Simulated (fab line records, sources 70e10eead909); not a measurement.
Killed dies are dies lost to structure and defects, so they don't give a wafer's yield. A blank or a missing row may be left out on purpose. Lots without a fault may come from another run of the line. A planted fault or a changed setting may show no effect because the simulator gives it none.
Chamber matching | flow nand_harc | NHARC_A_STAIRCASE_ALD_415 on ald_hk-01: 4 sister chambers
The step deposits SiO2, target thk 30 nm, pulse time 6 s, ald cycles 300. 4 wafers are shown with their chamber, then 8 later ones without.

WAFERS WITH THEIR CHAMBER
wafer  | chamber | heater_power_outer_w (W)
L085.3 | 1       | 242
L090.1 | 3       | 208
L090.6 | 0       | 287
L093.4 | 2       | 228

WAFERS WITHOUT THEIR CHAMBER
wafer  | heater_power_outer_w (W)
L093.5 | 290
L093.6 | 244
L094.1 | 247
L094.3 | 214
L094.4 | 290
L095.1 | 237
L095.2 | 217
L095.6 | 245

WHICH CHAMBER EACH WENT THROUGH
wafer  | from the rows above     | in truth
L093.5 | 0                       | 0
L093.6 | 1                       | 1
L094.1 | 1                       | 1
L094.3 | can't be placed: 3 or 2 | 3
L094.4 | 0                       | 0
L095.1 | can't be placed: 1 or 2 | 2
L095.2 | can't be placed: 3 or 2 | 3
L095.6 | 1                       | 1
Placed correctly: 5 of 8. Can't be placed from these rows: 3 (the true chamber is among the candidates in 3). Placed wrongly: 0.
How it was worked out, from the rows above alone: a wafer's distance from a chamber is the root of the sum, over the readings, of the square of ((its reading less the chamber's mean) divided by the reading's scatter). The wafer belongs to the nearest chamber; if the next one is less than 2 further off, it can't be placed. A chamber's mean is the mean of its shown wafers. The scatter: with one shown wafer a chamber, the root of the mean of the squares of how far each hidden wafer lies from its nearest shown one.
